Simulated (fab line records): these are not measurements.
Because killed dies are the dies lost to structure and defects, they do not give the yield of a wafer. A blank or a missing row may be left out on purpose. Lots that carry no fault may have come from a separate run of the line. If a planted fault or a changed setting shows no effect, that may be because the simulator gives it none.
fab line records	flow n5_finfet
record lots=7	wafers=21	last_day=18
route steps=1938 shown FIN_SAQP@121 FIN_CUT@165 BEOL_M4@1111 PASSIVATION@1936
lots with no fault: from the same line, run without faults
start_h: start of the lot's first displayed wafer, in hours after the record's first day	wait_h: hours from the lot's prior step to this one	" identical to the entry in the row above	L1.1+2: several wafers, shown together as one row	- no value, or no start given	* or withheld: withheld	< > ~ a bound
route shown NAME@n: NAME is a module with steps in the file, n the number in the route of the first one	usual: mean/standard deviation taken from wafers without a fault	same: alike in all rows	chamber/n: place in a boat	sites: each site's reading	_std_site: the values' standard deviation	_edge_site: the outer-site mean with the inner-site mean subtracted	radius_mm: how far each site lies from the wafer's centre	mask NAME#n: copy n	behind: tool/chamber where the wafer was last shaped	hold: what put the lot on hold/how long, in hours/how the hold closed	device: transistor that didn't switch, given as n, p or np	end of line: the same wafers' tests at the end of the route	a step with no rows: only its recipe	killed: not the wafer's yield, but the dies lost to structure and defects at the first sort	map: a wafer's dies, marking killed ones x, the rest . and places with no die _
set.NAME: the setting as run; set.NAME@STEP: as run at that earlier step	model.NAME: the simulator's own value behind a step, which no gauge read
steps of the route over a sample of lots; a table a step, a row a wafer
services: a tool's chamber out of use, with start hour (start_h, from the record's first day; less than 0 if before it), hours out, and reason
## steps
# step N5_FIN_SAQP_STRIP_55
# recipe chemistry=N2/H2	power_w=500	temp_c=40	pressure_mtorr=50	rf_frequency_hz=6e+07	overash_fraction=0.3	bias_power_w=28	h2_frac=0.5	n2_flow_sccm=300	h2_flow_sccm=300
# usual drypump_motor_current_A=5.8/0.55	h2_flow_sccm=300.0/0.88	oes_product_au=0.80/0.069	rf_vpp_V=121.8/1.5	showerhead_plenum_p_Torr=3.37/0.089	throttle_valve_pct=19.0/0.45
lot.wafer	tool	chamber	start_h	wait_h	drypump_motor_current_A	h2_flow_sccm	oes_product_au	rf_hours_counter_h	rf_vpp_V	showerhead_plenum_p_Torr	throttle_valve_pct
L948.2	rie_diel-04	2	59.54	0.1	6.1	300.8	0.97	7	121.5	3.30	18.4
L948.3	"	1	"	"	6.0	299.8	0.74	176	123.0	3.35	19.5
L948.5	"	0	"	"	6.8	300.9	0.75	-	121.1	3.20	19.0
L949.1	rie_diel-04	1	65.45	0.5	6.0	300.9	0.74	179	120.9	3.35	19.5
L949.3	"	3	"	"	5.3	299.7	0.78	129	119.1	3.25	19.3
L949.6	"	0	"	"	6.8	297.7	0.73	-	120.3	3.20	19.0
L950.3	rie_diel-04	1	71.49	0.2	6.0	301.3	0.73	181	121.7	3.35	19.5
L950.5	"	1	"	"	6.0	300.8	0.75	-	119.3	3.35	19.5
L950.6	"	0	"	"	6.8	299.9	0.75	-	121.6	3.19	19.0
L953.1	rie_diel-04	0	87.78	0.1	6.8	299.2	0.73	172	120.6	3.19	19.0
L953.3	"	3	"	"	5.3	299.5	0.78	136	120.6	3.24	19.4
L953.6	"	1	"	"	6.0	299.3	0.75	-	124.0	3.34	19.5
L960.1	rie_diel-01	3	129.50	0.1	6.3	301.0	0.85	46	122.0	3.43	18.6
L960.2	"	1	"	"	5.5	300.5	0.85	54	122.7	3.41	18.4
L960.3	"	0	"	"	5.3	300.1	0.90	31	124.2	3.39	18.2
L962.1	rie_diel-02	2	142.90	0.1	5.8	301.4	0.77	162	120.9	3.48	18.7
L962.4	"	3	"	"	5.0	298.8	0.75	167	120.5	3.36	19.5
L962.5	"	1	"	"	6.6	300.1	0.74	-	120.4	3.36	19.4
L965.3	rie_diel-01	2	159.76	0.1	5.2	300.2	0.80	88	122.2	3.26	18.7
L965.5	"	0	"	"	5.3	300.6	0.87	-	124.8	3.38	18.2
L965.6	"	3	"	"	6.2	302.2	0.83	-	121.3	3.42	18.6
# step N5_FIN_SAQP_ETCH_69
# recipe chemistry=N2/H2	target=SOC	target_depth_a=1500	stop_on=SiNx	ion_energy_ev=100	bias_w=61	pressure_mtorr=30	source_w=850	n2_flow_sccm=200	h2_flow_sccm=200
# usual drypump_motor_current_A=5.8/0.55	h2_flow_sccm=200.0/0.62	oes_product_au=0.80/0.068	rf_fwd_power_W=844.2/2.7	rf_vpp_V=240.6/1.2	showerhead_plenum_p_Torr=2.54/0.071	throttle_valve_pct=17.8/0.32
lot.wafer	tool	chamber	start_h	wait_h	drypump_motor_current_A	h2_flow_sccm	oes_product_au	rf_fwd_power_W	rf_hours_counter_h	rf_vpp_V	showerhead_plenum_p_Torr	throttle_valve_pct
L948.2	rie_diel-04	1	62.40	-	6.1	199.6	0.74	845.7	177	239.8	2.54	18.2
L948.3	"	0	"	"	6.8	200.7	0.73	842.5	163	239.9	2.42	18.0
L948.5	"	2	"	"	6.1	199.2	0.93	846.8	-	239.8	2.49	17.4
L949.1	rie_diel-01	1	67.84	-	5.4	200.3	0.86	846.0	31	240.2	2.60	17.5
L949.3	"	0	"	"	5.3	200.0	0.93	848.1	8	241.2	2.58	17.5
L949.6	"	0	"	"	5.3	200.0	0.93	844.6	-	241.4	2.57	17.4
L950.3	rie_diel-04	1	73.86	-	6.0	199.9	0.73	842.3	183	240.5	2.53	18.2
L950.5	"	0	"	"	6.8	199.4	0.73	845.8	-	238.9	2.41	18.0
L950.6	"	1	"	"	6.0	200.8	0.73	841.7	-	240.3	2.53	18.2
L953.1	rie_diel-01	3	90.98	-	6.2	200.9	0.83	839.2	32	242.3	2.60	17.4
L953.3	"	1	"	"	5.5	199.5	0.84	847.9	40	240.1	2.59	17.5
L953.6	"	0	"	"	5.3	200.0	0.91	841.1	-	241.4	2.57	17.5
L960.1	rie_diel-01	2	132.32	-	5.1	199.0	0.80	844.8	79	241.1	2.47	17.7
L960.2	"	3	"	"	6.2	199.9	0.82	843.5	47	240.3	2.60	17.4
L960.3	"	1	"	"	5.4	200.4	0.82	847.9	55	241.8	2.59	17.6
L962.1	rie_diel-04	1	145.83	-	6.0	201.1	0.71	844.7	206	240.9	2.52	18.3
L962.4	"	2	"	"	6.1	200.0	0.88	845.4	-	241.1	2.48	17.5
L962.5	"	3	"	"	5.3	199.8	0.76	843.5	-	239.6	2.44	18.1
L965.3	rie_diel-01	3	162.29	-	6.2	198.8	0.79	840.9	56	240.8	2.59	17.5
L965.5	"	0	"	"	5.3	201.3	0.85	848.6	-	241.7	2.56	17.5
L965.6	"	3	"	"	6.2	198.7	0.81	841.9	-	242.1	2.59	17.4
# step N5_FIN_SAQP_CD_MEAS_31
# recipe target_cd_nm=8	landing_energy_ev=1000	detector=se_inlens	polarity=line
# usual cd_nm=8.08/0.22
lot.wafer	tool	chamber	start_h	wait_h	cd_nm
L948.2	cd_sem-03	0	63.27	0.1	7.62
L948.3	"	0	"	"	7.84
L948.5	"	0	"	"	7.94
L949.1	cd_sem-02	0	68.66	0.1	8.00
L949.3	"	0	"	"	8.52
L949.6	"	0	"	"	8.16
L950.3	cd_sem-03	0	74.69	0.1	7.94
L950.5	"	0	"	"	7.91
L950.6	"	0	"	"	7.63
L953.1	cd_sem-01	0	91.98	0.1	8.57
L953.3	"	0	"	"	8.32
L953.6	"	0	"	"	8.45
L960.1	cd_sem-01	0	133.25	0.1	8.04
L960.2	"	0	"	"	8.30
L960.3	"	0	"	"	8.36
L962.1	cd_sem-03	0	146.68	0.1	8.18
L962.4	"	0	"	"	8.36
L962.5	"	0	"	"	8.34
L965.3	cd_sem-03	0	163.57	0.1	8.30
L965.5	"	0	"	"	8.58
L965.6	"	0	"	"	7.79
# step N5_FIN_SAQP_HM_OPEN_33
# recipe chemistry=CH3F/O2	target=SiNx	mask_material=SiO2	target_depth_a=494	time_s=70.6	pressure_mtorr=30	source_w=395	bias_w=73	Ar_flow_sccm=150	CH3F_flow_sccm=30	O2_flow_sccm=20	ion_energy_ev=120	ends=cleared
# usual CH3F_flow_sccm=30.01/0.1	drypump_motor_current_A=5.7/0.53	etch_rf_on_time_s=69.0/1.4	mfc_ar_sccm=150.0/0.42	oes_product_au=0.69/0.06	rf_fwd_power_W=390.8/1.4	rf_vpp_V=296/5.4	showerhead_plenum_p_Torr=2.01/0.051	throttle_valve_pct=16.35/0.28
lot.wafer	tool	chamber	start_h	wait_h	CH3F_flow_sccm	drypump_motor_current_A	etch_rf_on_time_s	mfc_ar_sccm	oes_product_au	rf_fwd_power_W	rf_hours_counter_h	rf_vpp_V	showerhead_plenum_p_Torr	throttle_valve_pct
L948.2	rie_diel-04	2	63.31	0.0	30.11	6.1	65.6	150.6	0.82	389.8	9	291	1.95	15.92
L948.3	"	1	"	"	30.09	6.0	67.4	150.5	0.63	389.9	178	302	1.98	16.63
L948.5	"	2	"	"	30.00	6.2	67.6	150.3	0.81	390.2	-	291	1.95	15.90
L949.1	rie_diel-02	2	68.78	0.1	30.06	5.8	68.0	149.3	0.67	390.3	134	300	2.09	16.31
L949.3	"	3	"	"	30.07	5.0	68.6	150.0	0.65	390.3	139	290	2.00	16.68
L949.6	"	2	"	"	29.95	5.8	68.5	149.4	0.67	391.3	-	300	2.09	16.28
L950.3	rie_diel-02	1	74.73	0.0	29.80	6.6	68.3	149.8	0.65	390.1	128	300	2.01	16.52
L950.5	"	2	"	"	30.03	5.9	68.0	150.1	0.68	389.8	-	300	2.09	16.28
L950.6	"	3	"	"	30.06	5.0	67.9	149.7	0.65	392.9	-	289	2.00	16.70
L953.1	rie_diel-01	1	92.03	0.0	29.83	5.4	66.3	149.7	0.74	388.7	40	297	2.06	16.24
L953.3	"	2	"	"	29.97	5.2	69.2	150.6	0.70	392.0	65	305	1.94	16.23
L953.6	"	1	"	"	30.04	5.4	66.8	150.1	0.73	389.4	-	297	2.06	16.24
L960.1	rie_diel-02	3	133.30	0.0	29.89	5.0	67.8	149.8	0.64	391.6	164	291	1.99	16.73
L960.2	"	2	"	"	29.93	5.8	69.5	150.1	0.65	390.9	159	300	2.08	16.32
L960.3	"	1	"	"	29.91	6.6	69.3	150.5	0.63	392.0	148	303	2.00	16.58
L962.1	rie_diel-01	0	146.73	0.0	29.93	5.3	69.2	150.1	0.75	393.1	37	289	2.04	16.33
L962.4	"	1	"	"	29.83	5.4	69.9	149.9	0.71	390.9	61	295	2.05	16.28
L962.5	"	1	"	"	29.97	5.4	71.3	149.9	0.71	390.3	-	296	2.05	16.27
L965.3	rie_diel-01	0	163.66	0.1	29.97	5.3	67.8	150.4	0.74	394.0	42	289	2.04	16.34
L965.5	"	3	"	"	30.10	6.2	70.0	150.5	0.71	387.7	-	291	2.03	15.87
L965.6	"	2	"	"	30.01	5.1	68.8	150.0	0.69	390.7	-	306	1.93	16.30
# step N5_FIN_SAQP_INSPECT_40
# recipe inspect_instrument=brightfield	mode=aei
# usual raw_defect_count=229/69
lot.wafer	tool	chamber	start_h	wait_h	raw_defect_count
L948.2	defect_inspect-02	-	63.85	0.0	140
L948.3	"	-	"	"	212
L948.5	"	-	"	"	158
L949.1	defect_inspect-02	-	69.35	0.0	286
L949.3	"	-	"	"	242
L949.6	"	-	"	"	177
L950.3	defect_inspect-02	-	75.27	0.0	710
L950.5	"	-	"	"	820
L950.6	"	-	"	"	790
L953.1	defect_inspect-01	-	92.56	0.0	704
L953.3	"	-	"	"	745
L953.6	"	-	"	"	615
L960.1	defect_inspect-02	-	133.84	0.0	154
L960.2	"	-	"	"	145
L960.3	"	-	"	"	165
L962.1	defect_inspect-02	-	147.27	0.0	237
L962.4	"	-	"	"	238
L962.5	"	-	"	"	220
L965.3	defect_inspect-02	-	164.19	0.0	233
L965.5	"	-	"	"	304
L965.6	"	-	"	"	189
# step N5_FIN_CUT_INSPECT_10
# recipe mode=adi	inspect_instrument=brightfield
# usual raw_defect_count=42/12
lot.wafer	tool	chamber	start_h	wait_h	raw_defect_count
L948.2	defect_inspect-01	-	64.24	0.0	40
L948.3	"	-	"	"	41
L948.5	"	-	"	"	32
L949.1	defect_inspect-02	-	69.87	0.1	42
L949.3	"	-	"	"	33
L949.6	"	-	"	"	29
L950.3	defect_inspect-01	-	75.79	0.0	490
L950.5	"	-	"	"	489
L950.6	"	-	"	"	468
L953.1	defect_inspect-01	-	92.95	0.1	491
L953.3	"	-	"	"	486
L953.6	"	-	"	"	453
L960.1	defect_inspect-02	-	134.23	0.1	30
L960.2	"	-	"	"	34
L960.3	"	-	"	"	23
L962.1	defect_inspect-01	-	147.66	0.1	55
L962.4	"	-	"	"	32
L962.5	"	-	"	"	46
L965.3	defect_inspect-01	-	164.71	0.0	44
L965.5	"	-	"	"	52
L965.6	"	-	"	"	30
# step N5_FIN_CUT_INSPECT_17
# recipe inspect_instrument=brightfield	mode=aei
# usual raw_defect_count=233/70
lot.wafer	tool	chamber	start_h	wait_h	raw_defect_count
L948.2	defect_inspect-01	-	65.25	0.0	148
L948.3	"	-	"	"	216
L948.5	"	-	"	"	158
L949.1	defect_inspect-02	-	70.81	0.0	287
L949.3	"	-	"	"	250
L949.6	"	-	"	"	190
L950.3	defect_inspect-02	-	76.87	0.0	722
L950.5	"	-	"	"	810
L950.6	"	-	"	"	810
L953.1	defect_inspect-02	-	94.16	0.0	716
L953.3	"	-	"	"	751
L953.6	"	-	"	"	611
L960.1	defect_inspect-02	-	135.19	0.0	170
L960.2	"	-	"	"	151
L960.3	"	-	"	"	169
L962.1	defect_inspect-01	-	148.64	0.0	267
L962.4	"	-	"	"	236
L962.5	"	-	"	"	222
L965.3	defect_inspect-02	-	165.72	0.0	235
L965.5	"	-	"	"	299
L965.6	"	-	"	"	206
# step N5_BEOL_M4_RC_MEAS_101
# usual DIBL_N=36.4/1.7	DIBL_P=36.4/2.1	IOFF_N=0.16/0.035	IOFF_P=0.21/0.035	ION_N=680/11	ION_P=465/6.8	SS_N=71.5/0.58	SS_P=73.2/0.72	VT_N=249/3.6	VT_P=-250/3.1
lot.wafer	tool	chamber	start_h	wait_h	DIBL_N[mV/V]	DIBL_P[mV/V]	IOFF_N[nA/um]	IOFF_P[nA/um]	ION_N[uA/um]	ION_P[uA/um]	SS_N[mV/dec]	SS_P[mV/dec]	VT_N[mV]	VT_P[mV]
L948.2	prober-01	0	214.45	0.2	36.3	35.4	0.15	0.22	689	472	71.8	73.4	252	-248
L948.3	"	0	"	"	34.1	33.1	0.13	0.19	670	466	71.3	72.8	252	-246
L948.5	"	0	"	"	36.1	35.0	0.15	0.22	683	474	71.7	73.1	252	-246
L950.3	prober-02	0	215.20	0.9	34.2	34.4	0.13	0.18	689	466	70.7	72.2	251	-254
L950.5	"	0	"	"	34.8	34.9	0.14	0.18	675	465	72.1	72.0	251	-253
L950.6	"	0	"	"	37.7	37.7	0.18	0.22	695	468	71.9	72.7	248	-252
L949.1	prober-02	0	216.23	0.0	36.7	38.2	0.19	0.24	682	472	72.0	74.0	244	-249
L949.3	"	0	"	"	32.4	33.1	0.12	0.16	671	461	71.7	72.1	254	-253
L949.6	"	0	"	"	36.7	37.7	0.19	0.23	682	465	71.5	73.9	246	-250
L953.1	prober-02	0	233.07	0.0	37.5	39.5	0.18	0.23	680	463	71.6	74.5	249	-249
L953.3	"	0	"	"	37.0	37.7	0.16	0.20	662	456	71.4	73.6	250	-251
L953.6	"	0	"	"	38.2	39.3	0.19	0.22	677	458	71.7	74.7	247	-249
L960.1	prober-02	0	278.91	0.0	34.0	33.9	0.12	0.15	664	457	71.4	72.0	256	-253
L960.2	"	0	"	"	37.2	36.5	0.16	0.19	674	458	71.8	72.7	250	-252
L960.3	"	0	"	"	35.8	35.5	0.14	0.18	676	464	70.8	72.2	252	-255
L962.1	prober-01	0	302.39	0.0	36.7	38.0	0.19	0.23	681	460	71.7	73.4	245	-249
L962.4	"	0	"	"	35.4	35.9	0.17	0.19	684	460	71.5	73.1	246	-253
L962.5	"	0	"	"	35.4	36.5	0.18	0.19	690	466	71.6	73.5	248	-254
L965.3	prober-01	0	309.77	0.3	36.0	36.2	0.16	0.23	678	470	71.7	72.8	248	-249
L965.5	"	0	"	"	34.6	33.8	0.12	0.19	665	464	71.1	72.1	252	-251
L965.6	"	0	"	"	38.6	39.1	0.21	0.28	692	469	72.3	74.4	247	-247
# step N5_PASSIVATION_PROBE_49
# usual defect_limited_yield=91.3/1.4	killed_at_M0_to_M3=36/11	killed_at_M4_up=13/5.2	killed_at_contacts=13/6.5	killed_at_front_end=37/11	killed_at_other=3.6/2.9	killed_dies=103/17	killed_on_rim=13/3.6	killed_open=68/12	killed_short=33/7.3	sort_bin_5_function=5.2/0.91	sort_bin_6_memory=3.2/0.67	sort_bin_8_speed=0.00/0.0099	sort_n_pass=1077/17	sort_yield_pct=91.3/1.4
# same gross_dies=1180	killed_at_back_side=0	sort_bin_4_leakage[%]=0
lot.wafer	tool	chamber	start_h	wait_h	defect_limited_yield[%]	killed_at_M0_to_M3	killed_at_M4_up	killed_at_contacts	killed_at_front_end	killed_at_other	killed_dies	killed_on_rim	killed_open	killed_short	sort_bin_5_function[%]	sort_bin_6_memory[%]	sort_bin_8_speed[%]	sort_n_pass	sort_yield_pct[%]
L950.3	prober-01	-	322.49	0.2	87.0	25	14	5	108	1	153	26	60	21	8.0	3.7	0	1027	87.0
L950.5	prober-01	-	322.59	0.3	87.6	31	12	13	90	0	146	23	54	24	7.9	2.9	0	1034	87.6
L950.6	prober-01	-	322.64	0.4	90.8	28	1	6	72	1	108	24	39	24	5.7	2.6	0	1072	90.8
L949.1	prober-01	-	323.32	0.0	93.7	27	11	10	20	6	74	4	50	24	3.6	2.5	0	1106	93.7
L949.3	prober-01	-	323.42	0.1	90.1	33	17	14	50	3	117	20	83	33	6.1	3.6	0	1063	90.1
L949.6	prober-01	-	323.57	0.3	92.1	20	11	16	46	0	93	13	55	37	5.0	2.5	0	1087	92.1
L948.2	prober-02	-	329.48	0.1	90.3	50	10	10	42	2	114	16	71	43	6.1	2.9	0	1066	90.3
L948.3	prober-02	-	329.53	0.1	90.8	36	16	13	41	3	109	12	75	34	5.8	3.3	0	1071	90.8
L948.5	prober-02	-	329.63	0.2	92.3	28	16	6	40	1	91	13	63	28	4.7	2.6	0	1089	92.3
L953.1	prober-01	-	337.46	0.0	87.5	41	13	23	66	5	148	25	64	36	7.5	3.5	0	1032	87.5
L953.3	prober-01	-	337.56	0.1	85.0	28	10	7	122	10	177	22	52	34	10.2	3.1	0	1003	85.0
L953.6	prober-01	-	337.71	0.3	85.0	35	15	11	114	2	177	27	71	36	9.5	4.3	0	1003	85.0
L960.1	prober-01	-	383.78	0.0	93.1	23	7	19	32	1	82	8	58	24	3.9	2.9	0	1098	93.1
L960.2	prober-01	-	383.83	0.1	89.9	38	7	33	37	4	119	15	81	32	6.2	3.1	0	1061	89.9
L960.3	prober-01	-	383.88	0.1	92.8	20	13	17	35	0	85	10	60	25	4.4	2.5	0	1095	92.8
L962.1	prober-02	-	409.66	0.0	89.7	48	21	13	37	3	122	11	85	33	6.4	3.2	0	1058	89.7
L962.4	prober-02	-	409.81	0.2	91.7	45	14	18	18	3	98	13	63	32	5.0	3.1	0	1082	91.7
L962.5	prober-02	-	409.86	0.2	89.7	46	14	18	40	3	121	20	78	39	6.5	3.4	0	1059	89.7
L965.3	prober-01	-	427.39	0.1	90.3	23	16	34	41	0	114	14	72	40	5.2	4.3	0	1066	90.3
L965.5	prober-01	-	427.49	0.2	88.4	21	7	28	75	6	137	10	89	44	6.2	4.7	0.08	1043	88.4
L965.6	prober-01	-	427.54	0.3	90.5	25	9	16	61	1	112	15	74	38	4.8	4.1	0	1068	90.5
# killed by level:class
L950.3 FIN_SAQP:unspecified=72 DUMMY_GATE:geometric_particle:open=9 BEOL_M1:geometric_particle:open=9 FIN_SAQP:geometric_particle:open=8 BEOL_M0_SAQP:geometric_particle:open=7 MOL_CONTACT_COAG:geometric_particle:open=5 BEOL_M5:geometric_particle:open=5 FIN_SAQP:geometric_particle:short=4
L950.5 FIN_SAQP:unspecified=68 MOL_CONTACT_COAG:geometric_particle:open=10 BEOL_M0_SAQP:geometric_particle:open=9 FIN_SAQP:geometric_particle:open=8 BEOL_M0_SAQP:geometric_particle:short=8 BEOL_M4:geometric_particle:open=8 BEOL_M2:geometric_particle:open=4 BEOL_M1:geometric_particle:open=4
L950.6 FIN_SAQP:unspecified=45 BEOL_M0_SAQP:geometric_particle:short=11 FIN_SAQP:geometric_particle:open=10 BEOL_M1:geometric_particle:open=7 MOL_CONTACT_COAG:geometric_particle:open=5 BEOL_M3:geometric_particle:open=4 STARTING-WAFER:geometric_particle:open=4 FIN_SAQP:geometric_particle:short=3
L949.1 FIN_SAQP:geometric_particle:open=8 BEOL_M0_SAQP:geometric_particle:short=8 MOL_CONTACT_COAG:geometric_particle:open=6 BEOL_M3:geometric_particle:open=6 BEOL_M0_SAQP:geometric_particle:open=5 MOL_CONTACT_COAG:geometric_particle:short=4 BEOL_M2:geometric_particle:open=4 FIN_SAQP:geometric_particle:short=3
L949.3 FIN_SAQP:geometric_particle:open=23 MOL_CONTACT_COAG:geometric_particle:open=13 BEOL_M3:geometric_particle:open=11 BEOL_M2:geometric_particle:open=8 BEOL_M0_SAQP:geometric_particle:short=7 DUMMY_GATE:geometric_particle:open=5 FIN_SAQP:geometric_particle:short=5 BEOL_M4:geometric_particle:short=5
L949.6 FIN_SAQP:geometric_particle:open=18 MOL_CONTACT_COAG:geometric_particle:open=13 FIN_SAQP:geometric_particle:short=9 BEOL_M0_SAQP:geometric_particle:short=6 BEOL_M4:geometric_particle:open=4 STARTING-WAFER:geometric_particle:short=4 FIN_CUT:geometric_particle:short=3 BEOL_M3:geometric_particle:open=3
L948.2 STI_FIN_REVEAL:geometric_particle:open=21 BEOL_M0_SAQP:geometric_particle:short=20 BEOL_M0_SAQP:geometric_particle:open=12 MOL_CONTACT_COAG:geometric_particle:open=9 BEOL_M2:geometric_particle:open=6 BEOL_M1:geometric_particle:open=4 BEOL_M1:geometric_particle:short=4 BEOL_M4:geometric_particle:open=4
L948.3 STI_FIN_REVEAL:geometric_particle:open=16 MOL_CONTACT_COAG:geometric_particle:open=10 BEOL_M4:geometric_particle:open=9 BEOL_M0_SAQP:geometric_particle:open=7 BEOL_M3:geometric_particle:open=6 FIN_SAQP:geometric_particle:open=5 GATE_CUT:geometric_particle:short=5 BEOL_M1:geometric_particle:open=5
L948.5 STI_FIN_REVEAL:geometric_particle:open=14 BEOL_M2:geometric_particle:open=8 FIN_SAQP:geometric_particle:open=7 BEOL_M0_SAQP:geometric_particle:short=7 MOL_CONTACT_COAG:geometric_particle:open=6 BEOL_M4:geometric_particle:open=6 BEOL_M1:geometric_particle:short=5 FIN_SAQP:geometric_particle:short=3
L953.1 FIN_SAQP:unspecified=48 MOL_CONTACT_COAG:geometric_particle:open=18 BEOL_M3:geometric_particle:open=10 BEOL_M0_SAQP:geometric_particle:open=8 BEOL_M0_SAQP:geometric_particle:short=7 GATE_CUT:geometric_particle:short=5 MOL_CONTACT_COAG:geometric_particle:short=5 BEOL_M3:geometric_particle:short=5
L953.3 FIN_SAQP:unspecified=90 FIN_SAQP:geometric_particle:open=11 BEOL_M0_SAQP:geometric_particle:short=10 BEOL_M0_SAQP:geometric_particle:open=7 GATE_CUT:geometric_particle:short=6 MOL_CONTACT_COAG:geometric_particle:open=6 BEOL_M3:geometric_particle:open=5 MIM_TOP_ETCH:geometric_particle:short=5
L953.6 FIN_SAQP:unspecified=69 FIN_SAQP:geometric_particle:open=15 BEOL_M0_SAQP:geometric_particle:open=10 STI_FIN_REVEAL:geometric_particle:open=10 BEOL_M4:geometric_particle:open=10 MOL_CONTACT_COAG:geometric_particle:open=7 BEOL_M0_SAQP:geometric_particle:short=7 FIN_SAQP:geometric_particle:short=6
L960.1 MOL_CONTACT_COAG:geometric_particle:open=17 STI_FIN_REVEAL:geometric_particle:open=8 BEOL_M0_SAQP:geometric_particle:open=6 DUMMY_GATE:geometric_particle:open=5 BEOL_M0_SAQP:geometric_particle:short=4 BEOL_M1:geometric_particle:open=4 FIN_SAQP:geometric_particle:short=3 FIN_SAQP:geometric_particle:open=3
L960.2 MOL_CONTACT_COAG:geometric_particle:open=26 BEOL_M1:geometric_particle:open=11 BEOL_M0_SAQP:geometric_particle:open=9 MOL_CONTACT_COAG:geometric_particle:short=7 BEOL_M0_SAQP:geometric_particle:short=7 STI_FIN_REVEAL:geometric_particle:open=6 HKMG_FIN:area_etch=6 DUMMY_GATE:geometric_particle:open=5
L960.3 MOL_CONTACT_COAG:geometric_particle:open=14 BEOL_M0_SAQP:geometric_particle:short=7 FIN_SAQP:geometric_particle:open=6 STI_FIN_REVEAL:geometric_particle:open=6 BEOL_M8:geometric_particle:open=5 DUMMY_GATE:geometric_particle:open=4 BEOL_M0_SAQP:geometric_particle:open=4 BEOL_M5:geometric_particle:open=4
L962.1 MOL_CONTACT_COAG:geometric_particle:open=12 BEOL_M0_SAQP:geometric_particle:short=12 FIN_SAQP:geometric_particle:open=11 BEOL_M2:geometric_particle:open=10 BEOL_M3:geometric_particle:open=10 BEOL_M4:geometric_particle:open=9 STARTING-WAFER:geometric_particle:open=6 FIN_SAQP:geometric_particle:short=4
L962.4 MOL_CONTACT_COAG:geometric_particle:open=15 BEOL_M2:geometric_particle:open=12 BEOL_M0_SAQP:geometric_particle:short=8 BEOL_M1:geometric_particle:open=7 GATE_CUT:geometric_particle:short=6 BEOL_M3:geometric_particle:open=6 BEOL_M4:geometric_particle:open=6 FIN_SAQP:geometric_particle:open=5
L962.5 MOL_CONTACT_COAG:geometric_particle:open=13 BEOL_M0_SAQP:geometric_particle:open=11 BEOL_M1:geometric_particle:open=8 FIN_SAQP:geometric_particle:short=7 GATE_CUT:geometric_particle:short=7 BEOL_M2:geometric_particle:open=7 BEOL_M3:geometric_particle:open=7 GATE_CUT:geometric_particle:open=6
L965.3 MOL_CONTACT_COAG:geometric_particle:open=27 FIN_SAQP:geometric_particle:open=12 FIN_SAQP:geometric_particle:short=8 MOL_CONTACT_COAG:geometric_particle:short=7 BEOL_M0_SAQP:geometric_particle:open=6 BEOL_M3:geometric_particle:short=4 STI_FIN_REVEAL:geometric_particle:short=3 ILD0:geometric_particle:short=3
L965.5 MOL_CONTACT_COAG:geometric_particle:open=25 FIN_SAQP:geometric_particle:short=14 GATE_CUT:geometric_particle:open=12 FIN_SAQP:geometric_particle:open=10 STI_FIN_REVEAL:geometric_particle:open=6 DUMMY_GATE:geometric_particle:open=6 GATE_CUT:geometric_particle:short=6 BEOL_M0_SAQP:geometric_particle:short=5
L965.6 FIN_SAQP:geometric_particle:open=17 FIN_SAQP:geometric_particle:short=13 MOL_CONTACT_COAG:geometric_particle:open=13 STI_FIN_REVEAL:geometric_particle:open=10 BEOL_M0_SAQP:geometric_particle:open=7 BEOL_M0_SAQP:geometric_particle:short=6 GATE_CUT:geometric_particle:open=6 BEOL_M1:geometric_particle:open=4
## services
tool	chamber	start_h	hours	kind
rie_diel-04	-	44.12	0.5	repair
rie_diel-04	3	59.49	4.5	repair
rie_diel-02	3	62.52	4.2	repair
rie_diel-04	0	143.65	8.5	repair
## key
first_sign step=N5_FIN_SAQP_INSPECT_40	reading=raw_defect_count	direction=up	sigmas=7.2	usual=229	struck=731
effect step=N5_FIN_CUT_INSPECT_10	reading=raw_defect_count	direction=up	sigmas=36	usual=42	struck=480
effect step=N5_FIN_CUT_INSPECT_17	reading=raw_defect_count	direction=up	sigmas=7.2	usual=233	struck=737
effect step=N5_PASSIVATION_PROBE_49	reading=killed_at_front_end	direction=up	sigmas=5.2	usual=37	struck=95
more_kills_born_at N5_FIN_SAQP_STRIP_55@rie_diel-04=392
met_at N5_FIN_SAQP_STRIP_55
struck_lots L950,L953
not_acting_at N5_FIN_SAQP_ETCH_69,N5_FIN_SAQP_CD_MEAS_31,N5_FIN_SAQP_HM_OPEN_33
onset_between 65.45 71.49
fault kind=chamber_particle_source	tool=rie_diel-04	chamber=-	onset_h=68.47	steps=N5_FIN_SAQP_STRIP_55	rate_per_visit_cm2=0.67929	end_h=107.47
